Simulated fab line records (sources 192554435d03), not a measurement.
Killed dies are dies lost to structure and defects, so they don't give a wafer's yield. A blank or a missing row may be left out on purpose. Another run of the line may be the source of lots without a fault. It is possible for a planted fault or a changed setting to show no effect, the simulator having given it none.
A lot that was struck, set against a sound lot ; flow n5Finfet ; 39 steps out of a route of 1938
Sound: these wafers, L942.1, L942.3, L942.4. Wafers struck: L945.1, L945.4, L945.5. Last of all comes the cause.
Each step with rows lists, per side, the tool, then ch with its chambers, then its first start. Under that, the readings that differ: sound wafers ; struck wafers ; difference of the means ; sigmas: that difference in standard deviations of wafers without a fault.
alike: words and numbers the same on both sides, and readings whose means are apart by under 2 such deviations; not compared: readings that were withheld, readings missing a value for some wafer, numbers with overlapping values and no deviation given by the record, and bounds like >300 which may hide the same value.
A row with sigmas, a row that says differs or no value, or rows on one side alone: a step with any of these is where the two part. When numbers do not overlap yet have no deviation, they are printed without sigmas and do not part them. A reading missing from all wafers of one side parts the sides only when that side holds two or more wafers.

first, 9 steps without rows for these wafers: N5_BEOL_M4_ANNEAL_95 (time 240 s); N5_BEOL_M4_SPUTTER_96 (material Cu, target thk 4.5 nm, time 8.29 s); N5_BEOL_M4_ECD_50 (material Cu, target thk 300 nm); N5_BEOL_M4_ANNEAL_51 (time 90 s); N5_BEOL_M4_CMP_52 (polishes, stops on SiOC, t overpolish 6.8 s, target thk 40 nm); N5_BEOL_M4_PRE_CLEAN_60 (time 15 s); N5_BEOL_M4_CO_CAP_55 (material Co, precursor CCTBA/H2, target thk 2 nm, time 102.1 s); N5_BEOL_M4_PRE_CLEAN_56 (time 15 s); N5_BEOL_M4_DEP_57 (deposits SiCN from 3MS/NH3, target thk 8 nm, time 14 s).
N5_BEOL_M4_RC_MEAS_101:
  sound on prober-02 ch 0, day 8 13:29; struck on prober-02 ch 0, day 10 01:40
  alike: DIBL_N, DIBL_P, IOFF_N, IOFF_P, ION_N, ION_P, SS_N, SS_P, VT_N, VT_P
then, 24 steps without rows for these wafers: N5_BEOL_M5_ILD_DEP_00 (deposits SiCOH lowk from DEMS/porogen, target thk 140.64 nm, time 25.9 s); N5_BEOL_M5_CURE_79 (cures SiCOH lowk, time 240 s); N5_BEOL_M5_PECVD_70 (deposits SiO2 from TEOS/O2, target thk 16 nm, time 18 s); N5_BEOL_M5_HM_DEP_02 (deposits TiN, target thk 20 nm); N5_BEOL_M5_COAT_59 (time 60 s, resist thk 60 nm); N5_BEOL_M5_COAT_60 (time 60 s, resist thk 12 nm); N5_BEOL_M5_COAT_71 (time 60 s, resist thk 5 nm); N5_BEOL_M5_COAT_05 (resist thk 30 nm); N5_BEOL_M5_EBR_07; N5_BEOL_M5_SOFTBAKE_06 (time 60 s); N5_BEOL_M5_EXPOSE_08 (exposes mask M5, target cd 28 nm); N5_BEOL_M5_PEB_09 (peb time 60 s); N5_BEOL_M5_DEVELOP_10 (develop time 30 s); N5_BEOL_M5_DESCUM_16 (chemistry O2, time 7 s); N5_BEOL_M5_ETCH_72 (etches underlayer in N2/H2, target depth 6.5 nm, time 5.2 s); N5_BEOL_M5_ETCH_61 (etches SiARC in CF4, target depth 15.6 nm, time 26 s); N5_BEOL_M5_ETCH_62 (etches SOC in N2/H2, target depth 75 nm, overetch 15 nm, time 112.5 s); N5_BEOL_M5_STRIP_63 (strips in N2/H2); N5_BEOL_M5_STRIP_73 (strips in N2/H2); N5_BEOL_M5_STRIP_64 (strips in CF4); N5_BEOL_M5_HM_OPEN_17 (chemistry Cl2/BCl3, target TiN, target depth 20 nm, overetch 6 nm); N5_BEOL_M5_STRIP_19 (strips in O2); N5_BEOL_M5_COAT_65 (time 60 s, resist thk 60 nm); N5_BEOL_M5_COAT_66 (time 60 s, resist thk 12 nm).
N5_BEOL_M9_ILD_DEP_00: deposits SiCOH lowk from DEMS/porogen, target thk 308.51 nm, time 58 s.
  sound on pecvd-01 ch 0,1, day 10 05:18; struck on pecvd-02 ch 0,2, day 11 18:49
  alike: heaterPowerW, rfFwdPowerW, showerheadPlenumPTorr, throttleValvePct
N5_BEOL_M9_CURE_71: cures SiCOH lowk, time 240 s.
  sound on uvCure-02 ch 1, day 10 05:31; struck on uvCure-01 ch 1, day 11 18:53
reading;sound;struck;difference;sigmas
wafer_temp_C_max;388.6 389.0 388.9;386.0 385.8 386.1;-2.9;-3
model.SiCOH_lowk_of_BEOL_M9_ILD_DEP_00.thkNm (nm);267.4 270.8 272.8;536.8 553 543.4;+274.1;
  alike: lampPowerPct
N5_BEOL_M9_THK_MEAS_01:
  sound: filmMetro-01 at day 10 06:02; struck: filmMetro-01 at day 11 19:24
reading;sound;struck;difference;sigmas
M9_ILD_THK (nm);267 271 273;537 552 543;+274;+74
N5_BEOL_M9_CMP_52: polishes, stops on SiCOH lowk, t overpolish 7 s, target thk 140 nm.
  sound on cmp-03 ch 0,1,2, day 10 16:14; struck on cmp-02 ch 0,1, day 12 05:25
reading;sound;struck;difference;sigmas
model.SiCOH_lowk_of_BEOL_M9_ILD_DEP_00.thkNm (nm);264.4 267.8 269.8;533.8 550 540.4;+274.1;
  alike: barrierFieldEndpointS, clearingPlatenDownForcePsi, motorCurrentA, overpolishRunS, timeToEndpointS
-- record jumps: 2 days separate the struck wafers' starts on either side; left off in module BEOL_M9, taken up again in module PASSIVATION, whose first shown step is the route's number 1936 --
N5_PASSIVATION_PROBE_49:
  the record has rows for the struck wafers here (prober-02, day 14 11:47) and none for the sound ones

WHERE THEY PART
Earliest at N5_BEOL_M9_CURE_71; latest, in this record, at N5_PASSIVATION_PROBE_49.

WHY: whatever the simulator had introduced
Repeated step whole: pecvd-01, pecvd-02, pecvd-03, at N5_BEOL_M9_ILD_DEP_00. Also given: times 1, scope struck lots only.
